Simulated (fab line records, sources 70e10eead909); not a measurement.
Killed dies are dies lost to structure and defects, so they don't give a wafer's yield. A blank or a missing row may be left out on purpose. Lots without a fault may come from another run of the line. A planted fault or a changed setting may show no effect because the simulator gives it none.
Chamber matching | flow nand_harc | NHARC_A_CONTACT_DEP_58 on pecvd-02: 3 sister chambers
The step deposits SiON, target thk 90 nm. 6 wafers are shown with their chamber, then 10 later ones without.

WAFERS WITH THEIR CHAMBER
wafer  | chamber | heater_power_w (W)
L089.4 | 1       | 789
L088.4 | 1       | 785
L088.5 | 2       | 755
L088.6 | 0       | 538
L090.2 | 2       | 843
L090.3 | 0       | 557

WAFERS WITHOUT THEIR CHAMBER
wafer  | heater_power_w (W)
L090.6 | 811
L094.1 | 720
L094.5 | 649
L094.6 | 811
L096.1 | 762
L096.5 | 668
L096.6 | 775
L097.2 | 751
L097.4 | 773
L097.6 | 663

WHICH CHAMBER EACH WENT THROUGH
wafer  | from the rows above          | in truth
L090.6 | can't be placed: 2 or 1      | 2
L094.1 | can't be placed: 1 or 2      | 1
L094.5 | can't be placed: 0 or 1 or 2 | 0
L094.6 | can't be placed: 2 or 1      | 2
L096.1 | can't be placed: 1 or 2      | 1
L096.5 | can't be placed: 1 or 0 or 2 | 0
L096.6 | can't be placed: 1 or 2      | 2
L097.2 | can't be placed: 1 or 2      | 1
L097.4 | can't be placed: 1 or 2      | 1
L097.6 | can't be placed: 0 or 1 or 2 | 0
Placed correctly: 0 of 10. Can't be placed from these rows: 10 (the true chamber is among the candidates in 10). Placed wrongly: 0.
How it was worked out, from the rows above alone: a wafer's distance from a chamber is the root of the sum, over the readings, of the square of ((its reading less the chamber's mean) divided by the reading's scatter). The wafer belongs to the nearest chamber; if the next one is less than 2 further off, it can't be placed. A chamber's mean is the mean of its shown wafers. The scatter: the root of (the sum of the squares of (reading less its chamber's mean) over the shown wafers, divided by (wafers less chambers)).
